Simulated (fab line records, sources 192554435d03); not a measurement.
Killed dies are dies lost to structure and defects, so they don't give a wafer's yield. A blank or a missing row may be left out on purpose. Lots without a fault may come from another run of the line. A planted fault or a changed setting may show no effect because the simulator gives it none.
fab line records | flow n5_finfet
record lots=7 wafers=39
route steps=1938 shown ZERO_LAYER@11 FIN_SAQP@138 SD_EPI_P@321 GATE_CUT@467 MOL_CONTACT_COAG@542 BEOL_M1@753 BEOL_M3@1008 BEOL_M5@1160 BEOL_M7@1329 BEOL_M9@1446 BEOL_M12@1650 BEOL_M14@1753 PASSIVATION@1916
start_h: hours from the record's first day to the start of the lot's first wafer shown | wait_h: hours since the lot's step before | " the same as in the row above | L1.1+2: a row that stands for several wafers | - no value, or no start given | * or withheld: withheld | < > ~ a bound
route shown NAME@n: a module of which the file shows steps, and the number in the route of the first | usual: mean/standard deviation of fault-free wafers | same: alike in all rows | chamber/n: place in a boat | sites: the reading at each site | _std_site: their standard deviation | _edge_site: outer sites' mean less inner sites' | radius_mm: how far each site lies from the wafer's centre | mask NAME#n: copy n | behind: the tool/chamber that last shaped the wafer | hold: why the lot was held/for how many hours/how that ended | device: the transistor (n, p or np) that didn't switch | end of line: the same wafers' tests at the end of the route | a step without rows: its recipe alone | killed: dies lost to structure and defects at the first sort, not the wafer's yield | map: a wafer's dies, x killed, . not, _ none there
set.NAME: the setting as run; set.NAME@STEP: as run at that earlier step | model.NAME: the simulator's own value behind a step, which no gauge read
lots whose settings were changed on purpose; a table a step, a row a wafer
## steps
# step N5_ZERO_LAYER_DEVELOP_10
# recipe develop_time_s=60 rinse_liquid=diw dry=air_spin dev_temp_c=21
# step N5_FIN_SAQP_SPACER2_ALD_28
# recipe material=SiO2 target_thk_a=81 temp_c=300 ald_precursor_family=BDEAS ald_co_reactant=O2-plasma pulse_time_s=1 purge_time_s=2 co_reactant_purge_time_s=2 pressure_torr=2
# step N5_SD_EPI_P_EPI_21
# recipe material=SiGe:B dopant=B temp_c=550 pressure_torr=20 ambient=H2 time_s=355
# step N5_GATE_CUT_ETCHBACK_30
# recipe chemistry=Cl2/Ar target=TiN target_depth_a=30 mode=isotropic pressure_mtorr=10 icp_w=600 bias_w=60 Cl2_flow_sccm=40 Ar_flow_sccm=60
# step N5_MOL_CONTACT_COAG_PRECLEAN_111
# recipe chemistry=NF3:NH3 afs_cycles=1 temp_c=30 time_s=20 sublimation_temp_c=180 sublimation_time_s=60 pressure_torr=3 rf_power_w=30
# step N5_BEOL_M1_PECVD_72
# recipe material=SiO2 target_thk_a=160 temp_c=400 precursor=TEOS/O2 pressure_torr=5.5 rf_w=450 teos_flow_sccm=53.8 gas=O2 flow_sccm=3000 time_s=18
# step N5_BEOL_M1_SPUTTER_94
# recipe material=Cu target_thk_a=45 temp_c=-20 chamber_pressure_pa=0.07 power_w=withheld time_s=8.29
# step N5_BEOL_M3_SPUTTER_94
# step N5_BEOL_M5_TRENCH_ETCH_37
# recipe chemistry=C4F6/O2 target_depth_a=716.52 target=SiCOH_lowk time_s=24.7 ion_energy_ev=250 pressure_mtorr=30 source_w=345 bias_w=185 Ar_flow_sccm=300 C4F6_flow_sccm=10 O2_flow_sccm=10
# step N5_BEOL_M7_DEP_56
# recipe material=SiCN target_thk_a=100 temp_c=withheld precursor=3MS/NH3 pressure_torr=3 rf_w=202 time_s=17.5
# step N5_BEOL_M9_TRENCH_ETCH_37
# recipe chemistry=C4F6/O2 target_depth_a=1514.3 target=SiCOH_lowk time_s=49 ion_energy_ev=250 pressure_mtorr=30 source_w=345 bias_w=185 Ar_flow_sccm=300 C4F6_flow_sccm=10 O2_flow_sccm=10
# step N5_BEOL_M12_SPUTTER_45
# recipe material=Cu target_thk_a=800 temp_c=-20 bias_v=60 power_w=26000 chamber_pressure_pa=0.13 time_s=13.33
# step N5_BEOL_M14_TRENCH_ETCH_34
# recipe chemistry=C4F8/O2/Ar target=SiO2 target_depth_a=5566.5 mask_material=SOC he_inner_torr=15 he_outer_torr=30 time_s=126.9 ion_energy_ev=800 pressure_mtorr=20 source_w=1905 bias_w=2040 Ar_flow_sccm=400 C4F8_flow_sccm=16 O2_flow_sccm=12
# step N5_PASSIVATION_PECVD_35
# recipe material=SiNx target_thk_a=7000 temp_c=400 precursor=SiH4/NH3/N2 pressure_torr=4.9 rf_w=1406 time_s=151.3
# step N5_PASSIVATION_PROBE_49
# usual killed_at_other=3.4/2.6 killed_dies=104/19 killed_on_rim=13/3.9
# columns lot.wafer tool chamber start_h wait_h set.develop_time_s@ZERO_LAYER_DEVELOP_10 set.target_thk_a@FIN_SAQP_SPACER2_ALD_28 set.time_s@SD_EPI_P_EPI_21 set.target_depth_a@GATE_CUT_ETCHBACK_30 set.time_s@MOL_CONTACT_COAG_PRECLEAN_111 set.time_s@BEOL_M1_PECVD_72 set.time_s@BEOL_M1_SPUTTER_94 set.target_thk_a@BEOL_M3_SPUTTER_94 set.target_depth_a@BEOL_M5_TRENCH_ETCH_37 set.time_s@BEOL_M7_DEP_56 set.target_depth_a@BEOL_M9_TRENCH_ETCH_37 set.target_thk_a@BEOL_M12_SPUTTER_45 set.time_s@BEOL_M14_TRENCH_ETCH_34 set.time_s@PASSIVATION_PECVD_35 killed_at_other killed_dies killed_on_rim
L079.1 prober-01 - 321.35 0.0 60 81 355 30 20 18 5.459 31.06 716.52 13.68 1514.3 948.1 77.55 220.5 1056 1180 152
L079.2 prober-01 - 321.40 0.1 73.99 102 355 22.72 20 18 8.29 45 981.7 13.68 1514.3 948.1 126.9 151.3 5 110 14
L079.3 prober-01 - 321.45 0.1 73.99 81 355 22.72 28.05 11.87 5.459 45 981.7 17.5 1514.3 800 77.55 151.3 0 106 14
L079.4 prober-01 - 321.50 0.2 73.99 81 355 30 20 11.87 8.29 45 716.52 17.5 1514.3 800 126.9 220.5 1051 1180 152
L079.5 prober-01 - 321.55 0.2 60 102 355 22.72 28.05 18 5.459 31.06 716.52 17.5 1514.3 948.1 126.9 151.3 4 116 19
L079.6 prober-01 - 321.60 0.3 60 102 355 30 28.05 11.87 8.29 31.06 981.7 13.68 1514.3 800 77.55 220.5 1085 1180 152
L078.1 prober-01 - 353.79 0.0 33.2 81 355 30 20 18 9.918 45 966.9 21.8 1099 800 198.5 151.3 4 99 12
L078.2 prober-01 - 353.84 0.1 33.2 81 355 30 20 18 9.918 53.91 966.9 17.5 1514.3 800 126.9 228.4 1100 1180 152
L078.3 prober-01 - 353.89 0.1 60 81 355 30 20 18 8.29 53.91 716.52 21.8 1099 1264 126.9 151.3 8 95 10
L078.4 prober-01 - 353.94 0.2 60 41.59 355 30 20 18 9.918 45 716.52 17.5 1099 800 198.5 228.4 1103 1180 152
L078.5 prober-01 - 353.99 0.2 33.2 41.59 355 30 20 18 8.29 53.91 716.52 17.5 1514.3 1264 126.9 151.3 2 76 9
L078.6 prober-01 - 354.04 0.3 60 41.59 355 30 20 18 8.29 45 966.9 21.8 1514.3 1264 198.5 228.4 1064 1180 152
L086.1 prober-01 - 369.99 0.0 60 81 355 30 11.27 18 8.29 62.22 1102 27.78 1514.3 1276 126.9 236.8 1073 1180 152
L086.2 prober-01 - 370.04 0.1 60 48.07 355 42.69 20 14.66 8.29 62.22 1102 17.5 1514.3 1276 126.9 151.3 6 139 36
L086.3 prober-01 - 370.09 0.1 60 48.07 355 42.69 11.27 18 8.29 45 716.52 17.5 1514.3 1276 126.9 236.8 1059 1180 152
L086.4 prober-01 - 370.14 0.2 60 81 434 30 11.27 14.66 8.29 62.22 716.52 17.5 1514.3 800 126.9 151.3 1 106 16
L086.5 prober-01 - 370.19 0.2 60 81 434 42.69 20 14.66 8.29 45 716.52 27.78 1514.3 800 126.9 236.8 1103 1180 152
L086.6 prober-01 - 370.24 0.3 60 48.07 434 30 20 18 8.29 45 1102 27.78 1514.3 800 126.9 151.3 9 103 20
L087.1 prober-01 - 395.56 0.0 50.35 81 355 30 12.54 18 8.29 45 716.52 17.5 1514.3 800 65.83 86.27 4 135 19
L087.2 prober-01 - 395.61 0.1 50.35 106.7 355 20.05 20 18 5.719 45 716.52 20.69 1514.3 1117 126.9 86.27 5 85 14
L087.3 prober-01 - 395.66 0.1 60 106.7 355 20.05 20 18 8.29 27.32 716.52 17.5 1514.3 1117 126.9 151.3 6 113 14
L087.4 prober-01 - 395.71 0.2 50.35 81 355 20.05 12.54 18 8.29 27.32 716.52 20.69 1514.3 800 65.83 151.3 1 137 17
L087.5 prober-01 - 395.76 0.2 60 106.7 355 30 12.54 18 5.719 27.32 716.52 17.5 1514.3 1117 65.83 86.27 6 157 26
L087.6 prober-01 - 395.81 0.3 60 81 355 30 20 18 5.719 45 716.52 20.69 1514.3 800 126.9 151.3 9 93 14
L090.1 prober-01 - 396.43 0.0 60 81 355 30 20 18 8.29 45 716.52 17.5 1514.3 800 126.9 151.3 2 143 17
L090.2 prober-01 - 396.48 0.1 60 81 355 30 20 18 8.29 45 716.52 17.5 1514.3 800 126.9 151.3 1 117 20
L090.4 prober-01 - 396.58 0.2 60 81 355 30 20 18 8.29 45 716.52 17.5 1514.3 800 126.9 151.3 3 108 13
L094.1 prober-01 - 408.97 0.0 60 81 355 14.19 20 7.621 8.29 45 716.52 17.5 1817 1154 80.76 174.1 1035 1171 144
L094.2 prober-01 - 409.02 0.1 78.64 81 355 30 20 18 8.29 45 974.3 17.5 1514.3 1154 126.9 151.3 0 140 18
L094.3 prober-01 - 409.07 0.1 60 46.62 430.8 14.19 20 18 8.29 45 974.3 17.5 1817 800 80.76 151.3 2 130 19
L094.4 prober-01 - 409.12 0.2 78.64 46.62 430.8 30 20 7.621 8.29 30.05 716.52 17.5 1817 1154 126.9 151.3 1 109 16
L094.5 prober-01 - 409.17 0.2 60 46.62 355 30 20 18 8.29 30.05 716.52 17.5 1514.3 800 126.9 174.1 1024 1177 149
L094.6 prober-01 - 409.22 0.3 78.64 81 430.8 14.19 20 7.621 8.29 30.05 974.3 17.5 1514.3 800 80.76 174.1 1032 1174 146
L093.1 prober-01 - 414.89 0.0 60 54.99 355 30 10.71 18 12.36 45 716.52 17.5 2358 494 126.9 151.3 6 270 61
L093.2 prober-01 - 414.94 0.1 60 81 160.5 35.91 20 18 8.29 38.2 716.52 17.5 1514.3 800 126.9 110.5 4 135 12
L093.3 prober-01 - 414.99 0.1 60 81 355 30 20 20.86 12.36 38.2 716.52 17.5 2358 800 58.17 110.5 1 278 41
L093.4 prober-01 - 415.04 0.2 60 54.99 355 35.91 20 18 8.29 45 716.52 17.5 1514.3 494 126.9 110.5 2 181 34
L093.5 prober-01 - 415.09 0.2 60 54.99 160.5 30 10.71 20.86 8.29 45 716.52 17.5 2358 800 58.17 151.3 8 357 39
L093.6 prober-01 - 415.14 0.3 60 81 160.5 35.91 10.71 20.86 12.36 38.2 716.52 17.5 1514.3 494 58.17 151.3 5 335 49
# killed by level:class
L079.1 PASSIVATION:area_pecvd=1053 BEOL_M2:geometric_particle:open=14 MOL_CONTACT_COAG:geometric_particle:open=11 FIN_SAQP:geometric_particle:open=8 BEOL_M1:geometric_particle:open=8 BEOL_M4:geometric_particle:open=7 BEOL_M0_SAQP:geometric_particle:open=6 STI_FIN_REVEAL:geometric_particle:open=6
L079.2 FIN_SAQP:geometric_particle:short=13 FIN_SAQP:geometric_particle:open=10 HKMG_FIN:area_etch=10 MOL_CONTACT_COAG:geometric_particle:open=9 BEOL_M4:geometric_particle:open=8 STI_FIN_REVEAL:geometric_particle:open=7 DUMMY_GATE:geometric_particle:open=7 BEOL_M1:geometric_particle:open=4
L079.3 BEOL_M0_SAQP:geometric_particle:open=10 STI_FIN_REVEAL:geometric_particle:open=8 FIN_SAQP:geometric_particle:open=7 MOL_CONTACT_COAG:geometric_particle:open=7 BEOL_M0_SAQP:geometric_particle:short=7 BEOL_M2:geometric_particle:open=7 BEOL_M0:geometric_particle:open=7 BEOL_M4:geometric_particle:open=7
L079.4 PASSIVATION:area_pecvd=1046 MOL_CONTACT_COAG:geometric_particle:open=14 STI_FIN_REVEAL:geometric_particle:open=13 BEOL_M4:geometric_particle:open=13 BEOL_M2:geometric_particle:open=11 FIN_SAQP:geometric_particle:open=10 BEOL_M1:geometric_particle:open=10 FIN_SAQP:geometric_particle:short=9
L079.5 STI_FIN_REVEAL:geometric_particle:open=12 BEOL_M4:geometric_particle:open=10 BEOL_M1:geometric_particle:open=9 MOL_CONTACT_COAG:geometric_particle:open=7 BEOL_M3:geometric_particle:open=6 FIN_SAQP:geometric_particle:open=5 BEOL_M0_SAQP:geometric_particle:open=5 BEOL_M2:geometric_particle:open=5
L079.6 PASSIVATION:area_pecvd=1081 MOL_CONTACT_COAG:geometric_particle:open=12 STI_FIN_REVEAL:geometric_particle:open=11 BEOL_M4:geometric_particle:open=11 BEOL_M2:geometric_particle:open=9 BEOL_M0_SAQP:geometric_particle:short=9 DUMMY_GATE:geometric_particle:open=7 FIN_SAQP:geometric_particle:open=5
L078.1 FIN_SAQP:geometric_particle:short=9 BEOL_M0_SAQP:geometric_particle:open=9 MOL_CONTACT_COAG:geometric_particle:open=8 STI_FIN_REVEAL:geometric_particle:open=7 BEOL_M4:geometric_particle:open=7 FIN_SAQP:geometric_particle:open=6 BEOL_M0_SAQP:geometric_particle:short=6 GATE_CUT:geometric_particle:open=6
L078.2 PASSIVATION:area_pecvd=1096 BEOL_M0_SAQP:geometric_particle:open=13 BEOL_M4:geometric_particle:open=11 MOL_CONTACT_COAG:geometric_particle:open=10 BEOL_M0_SAQP:geometric_particle:short=8 FIN_SAQP:geometric_particle:short=5 FIN_SAQP:geometric_particle:open=4 STI_FIN_REVEAL:geometric_particle:open=4
L078.3 MOL_CONTACT_COAG:geometric_particle:open=13 FIN_SAQP:geometric_particle:open=9 BEOL_M0_SAQP:geometric_particle:open=9 BEOL_M0_SAQP:geometric_particle:short=9 BEOL_M4:geometric_particle:open=6 BEOL_M2:geometric_particle:open=5 BEOL_M9:area_ecd=5 FIN_SAQP:geometric_particle:short=4
L078.4 PASSIVATION:area_pecvd=1102 BEOL_M0_SAQP:geometric_particle:open=13 MOL_CONTACT_COAG:geometric_particle:open=12 BEOL_M0_SAQP:geometric_particle:short=7 BEOL_M4:geometric_particle:open=6 FIN_SAQP:geometric_particle:short=4 STI_FIN_REVEAL:geometric_particle:open=4 GATE_CUT:geometric_particle:short=4
L078.5 MOL_CONTACT_COAG:geometric_particle:open=13 FIN_SAQP:geometric_particle:short=10 GATE_CUT:geometric_particle:open=7 BEOL_M4:geometric_particle:open=7 BEOL_M0_SAQP:geometric_particle:open=4 BEOL_M1:geometric_particle:open=4 STARTING-WAFER:geometric_particle:short=4 FIN_CUT:geometric_particle:open=3
L078.6 PASSIVATION:area_pecvd=1063 BEOL_M0_SAQP:geometric_particle:open=14 MOL_CONTACT_COAG:geometric_particle:open=14 BEOL_M0_SAQP:geometric_particle:short=12 FIN_SAQP:geometric_particle:short=7 BEOL_M1:geometric_particle:open=7 FIN_SAQP:geometric_particle:open=6 BEOL_M4:geometric_particle:open=6
L086.1 PASSIVATION:area_pecvd=1062 BEOL_M0_SAQP:geometric_particle:open=17 STI_FIN_REVEAL:geometric_particle:open=16 BEOL_M2:geometric_particle:open=14 FIN_SAQP:geometric_particle:short=12 BEOL_M0_SAQP:geometric_particle:short=7 BEOL_M2:geometric_particle:short=4 BEOL_M4:geometric_particle:open=4
L086.2 BEOL_M5:area_etch=30 BEOL_M2:geometric_particle:open=21 STI_FIN_REVEAL:geometric_particle:open=10 HKMG_FIN:area_etch=9 STI_FIN_REVEAL:geometric_particle:short=6 MOL_CONTACT_COAG:geometric_particle:open=6 BEOL_M0_SAQP:geometric_particle:short=5 BEOL_M3:geometric_particle:open=5
L086.3 PASSIVATION:area_pecvd=1054 FIN_SAQP:geometric_particle:open=27 FIN_SAQP:geometric_particle:short=14 BEOL_M2:geometric_particle:open=14 BEOL_M1:geometric_particle:open=7 GATE_CUT:geometric_particle:open=6 MOL_CONTACT_COAG:geometric_particle:short=6 BEOL_M0_SAQP:geometric_particle:short=6
L086.4 BEOL_M4:geometric_particle:open=22 BEOL_M2:geometric_particle:open=9 GATE_CUT:geometric_particle:short=8 BEOL_M0_SAQP:geometric_particle:short=8 STI_FIN_REVEAL:geometric_particle:open=6 BEOL_M0_SAQP:geometric_particle:open=6 GATE_CUT:geometric_particle:open=5 HKMG_FIN:area_etch=5
L086.5 PASSIVATION:area_pecvd=1089 STI_FIN_REVEAL:geometric_particle:open=8 BEOL_M0_SAQP:geometric_particle:open=7 FIN_SAQP:geometric_particle:short=6 MOL_CONTACT_COAG:geometric_particle:open=6 BEOL_M0_SAQP:geometric_particle:short=5 FIN_SAQP:geometric_particle:open=4 MIM_TOP_ETCH:geometric_particle:short=4
L086.6 BEOL_M1:geometric_particle:open=9 BEOL_M4:geometric_particle:open=9 FIN_SAQP:geometric_particle:open=8 BEOL_M5:area_etch=8 BEOL_M2:geometric_particle:open=7 STI_FIN_REVEAL:geometric_particle:open=6 BEOL_M0_SAQP:geometric_particle:short=5 BEOL_M2:geometric_particle:short=5
L087.1 BEOL_M14:area_ecd=60 MOL_CONTACT_COAG:geometric_particle:open=13 BEOL_M2:geometric_particle:open=7 DUMMY_GATE:geometric_particle:open=5 FIN_SAQP:geometric_particle:open=4 STI_FIN_REVEAL:geometric_particle:open=4 BEOL_M1:geometric_particle:open=4 BEOL_M0:geometric_particle:open=4
L087.2 BEOL_M0_SAQP:geometric_particle:open=8 FIN_SAQP:geometric_particle:open=7 BEOL_M0_SAQP:geometric_particle:short=7 ILD0:geometric_particle:short=6 GATE_CUT:geometric_particle:short=4 MOL_CONTACT_COAG:geometric_particle:open=4 MOL_CONTACT_COAG:geometric_particle:short=4 BEOL_M7:geometric_particle:open=4
L087.3 MOL_CONTACT_COAG:geometric_particle:open=19 BEOL_M2:geometric_particle:open=9 STI_FIN_REVEAL:geometric_particle:open=8 BEOL_M0_SAQP:geometric_particle:open=8 BEOL_M1:geometric_particle:open=6 BEOL_M2:geometric_particle:short=6 FIN_SAQP:geometric_particle:short=5 ILD0:geometric_particle:short=5
L087.4 BEOL_M14:area_ecd=54 MOL_CONTACT_COAG:geometric_particle:open=14 BEOL_M2:geometric_particle:open=7 BEOL_M3:geometric_particle:open=7 BEOL_M0_SAQP:geometric_particle:short=6 FIN_SAQP:geometric_particle:short=5 BEOL_M0_SAQP:geometric_particle:open=5 DUMMY_GATE:geometric_particle:open=4
L087.5 BEOL_M14:area_ecd=54 STI_FIN_REVEAL:geometric_particle:open=9 BEOL_M0_SAQP:geometric_particle:short=9 BEOL_M0_SAQP:geometric_particle:open=9 MOL_CONTACT_COAG:geometric_particle:open=7 BEOL_M3:geometric_particle:open=6 DUMMY_GATE:geometric_particle:open=5 BEOL_M1:geometric_particle:open=5
L087.6 MOL_CONTACT_COAG:geometric_particle:open=10 BEOL_M3:geometric_particle:open=9 BEOL_M1:geometric_particle:open=8 BEOL_M2:geometric_particle:short=6 BEOL_M2:geometric_particle:open=6 FIN_SAQP:geometric_particle:short=4 GATE_CUT:geometric_particle:short=4 FIN_SAQP:geometric_particle:open=3
L090.1 FIN_SAQP:geometric_particle:open=19 BEOL_M0_SAQP:geometric_particle:open=15 FIN_SAQP:geometric_particle:short=14 MOL_CONTACT_COAG:geometric_particle:open=13 GATE_CUT:geometric_particle:short=9 MOL_CONTACT_COAG:geometric_particle:short=8 BEOL_M4:geometric_particle:open=7 BEOL_M3:geometric_particle:open=7
L090.2 FIN_SAQP:geometric_particle:open=18 BEOL_M2:geometric_particle:open=15 STI_FIN_REVEAL:geometric_particle:open=9 FIN_SAQP:geometric_particle:short=7 BEOL_M0_SAQP:geometric_particle:open=7 BEOL_M0_SAQP:geometric_particle:short=6 BEOL_M4:geometric_particle:open=5 BEOL_M0:geometric_particle:short=5
L090.4 FIN_SAQP:geometric_particle:open=13 MOL_CONTACT_COAG:geometric_particle:open=13 BEOL_M0_SAQP:geometric_particle:open=11 STI_FIN_REVEAL:geometric_particle:open=10 BEOL_M0_SAQP:geometric_particle:short=7 FIN_SAQP:geometric_particle:short=6 BEOL_M2:geometric_particle:open=6 BEOL_M4:geometric_particle:open=5
L094.1 PASSIVATION:area_pecvd=1034 FIN_SAQP:geometric_particle:open=17 HKMG_FIN:area_etch=14 MOL_CONTACT_COAG:geometric_particle:open=13 STI_FIN_REVEAL:geometric_particle:open=11 BEOL_M3:geometric_particle:open=11 FIN_SAQP:geometric_particle:short=8 BEOL_M1:geometric_particle:open=7
L094.2 STI_FIN_REVEAL:geometric_particle:open=20 MOL_CONTACT_COAG:geometric_particle:open=16 FIN_SAQP:geometric_particle:short=14 BEOL_M4:geometric_particle:open=14 BEOL_M3:geometric_particle:open=9 FIN_SAQP:geometric_particle:open=8 STI_FIN_REVEAL:geometric_particle:short=5 BEOL_M0_SAQP:geometric_particle:short=5
L094.3 MOL_CONTACT_COAG:geometric_particle:open=19 FIN_SAQP:geometric_particle:open=14 BEOL_M0_SAQP:geometric_particle:open=12 MOL_CONTACT_COAG:geometric_particle:short=10 BEOL_M2:geometric_particle:open=8 BEOL_M3:geometric_particle:short=8 BEOL_M3:geometric_particle:open=8 FIN_SAQP:geometric_particle:short=7
L094.4 MOL_CONTACT_COAG:geometric_particle:open=15 BEOL_M3:geometric_particle:open=13 BEOL_M0_SAQP:geometric_particle:open=9 BEOL_M0_SAQP:geometric_particle:short=9 FIN_SAQP:geometric_particle:short=8 FIN_SAQP:geometric_particle:open=7 STI_FIN_REVEAL:geometric_particle:open=6 STI_FIN_REVEAL:geometric_particle:short=4
L094.5 PASSIVATION:area_pecvd=1024 STI_FIN_REVEAL:geometric_particle:open=27 FIN_SAQP:geometric_particle:open=20 MOL_CONTACT_COAG:geometric_particle:open=20 HKMG_FIN:area_etch=14 BEOL_M4:geometric_particle:open=9 BEOL_M4:geometric_particle:short=9 FIN_SAQP:geometric_particle:short=8
L094.6 PASSIVATION:area_pecvd=1031 MOL_CONTACT_COAG:geometric_particle:open=16 BEOL_M3:geometric_particle:open=16 BEOL_M4:geometric_particle:open=14 BEOL_M0_SAQP:geometric_particle:short=12 BEOL_M14:area_ecd=12 FIN_SAQP:geometric_particle:open=8 BEOL_M2:geometric_particle:open=8
L093.1 BEOL_M9:area_etch=93 BEOL_M12:interface_void_opened=41 BEOL_M4:geometric_particle:open=16 HKMG_FIN:area_etch=15 STI_FIN_REVEAL:geometric_particle:open=10 BEOL_M1:geometric_particle:open=9 FIN_SAQP:geometric_particle:open=8 MOL_CONTACT_COAG:geometric_particle:open=8
L093.2 FIN_SAQP:geometric_particle:open=16 FIN_SAQP:geometric_particle:short=12 MOL_CONTACT_COAG:geometric_particle:open=10 BEOL_M0_SAQP:geometric_particle:open=10 BEOL_M0_SAQP:geometric_particle:short=9 BEOL_M4:geometric_particle:open=9 HKMG_FIN:area_etch=8 STI_FIN_REVEAL:geometric_particle:open=7
L093.3 BEOL_M14:area_ecd=151 BEOL_M0_SAQP:geometric_particle:open=19 STI_FIN_REVEAL:geometric_particle:open=14 FIN_SAQP:geometric_particle:short=12 BEOL_M0_SAQP:geometric_particle:short=12 MOL_CONTACT_COAG:geometric_particle:open=10 BEOL_M4:geometric_particle:open=8 FIN_SAQP:geometric_particle:open=7
L093.4 BEOL_M12:interface_void_opened=45 BEOL_M4:geometric_particle:open=17 BEOL_M0_SAQP:geometric_particle:short=15 FIN_SAQP:geometric_particle:open=14 FIN_SAQP:geometric_particle:short=13 STI_FIN_REVEAL:geometric_particle:open=9 BEOL_M2:geometric_particle:open=8 BEOL_M0_SAQP:geometric_particle:open=8
L093.5 BEOL_M14:area_ecd=190 BEOL_M0_SAQP:geometric_particle:short=23 FIN_SAQP:geometric_particle:open=17 FIN_SAQP:geometric_particle:short=14 BEOL_M0_SAQP:geometric_particle:open=13 BEOL_M4:geometric_particle:open=11 STI_FIN_REVEAL:geometric_particle:open=10 BEOL_M0:geometric_particle:open=9
L093.6 BEOL_M14:area_ecd=178 BEOL_M12:interface_void_opened=45 MOL_CONTACT_COAG:geometric_particle:open=11 FIN_SAQP:geometric_particle:short=10 BEOL_M4:geometric_particle:open=10 FIN_SAQP:geometric_particle:open=7 BEOL_M0_SAQP:geometric_particle:open=7 STI_FIN_REVEAL:geometric_particle:open=6
## key
split step=N5_ZERO_LAYER_DEVELOP_10 setting=develop_time_s stated_as=60
response none clear
split step=N5_FIN_SAQP_SPACER2_ALD_28 setting=target_thk_a stated_as=81
response none clear
split step=N5_SD_EPI_P_EPI_21 setting=time_s stated_as=355
response none clear
split step=N5_GATE_CUT_ETCHBACK_30 setting=target_depth_a stated_as=30
response none clear
split step=N5_MOL_CONTACT_COAG_PRECLEAN_111 setting=time_s stated_as=20
response none clear
split step=N5_BEOL_M1_PECVD_72 setting=time_s stated_as=18
response none clear
split step=N5_BEOL_M1_SPUTTER_94 setting=time_s stated_as=8.29
response none clear
split step=N5_BEOL_M3_SPUTTER_94 setting=target_thk_a stated_as=45
response none clear
split step=N5_BEOL_M5_TRENCH_ETCH_37 setting=target_depth_a stated_as=716.52
response none clear
split step=N5_BEOL_M7_DEP_56 setting=time_s stated_as=17.5
response none clear
split step=N5_BEOL_M9_TRENCH_ETCH_37 setting=target_depth_a stated_as=1514.3
response none clear
split step=N5_BEOL_M12_SPUTTER_45 setting=target_thk_a stated_as=800
response none clear
split step=N5_BEOL_M14_TRENCH_ETCH_34 setting=time_s stated_as=126.9
response none clear
split step=N5_PASSIVATION_PECVD_35 setting=time_s stated_as=151.3
response step=N5_PASSIVATION_PROBE_49 reading=killed_at_other slope=+18.2 per=1% together_with=all explained=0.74
response step=N5_PASSIVATION_PROBE_49 reading=killed_dies slope=+18 per=1% together_with=all explained=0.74
response step=N5_PASSIVATION_PROBE_49 reading=killed_on_rim slope=+2.27 per=1% together_with=all explained=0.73
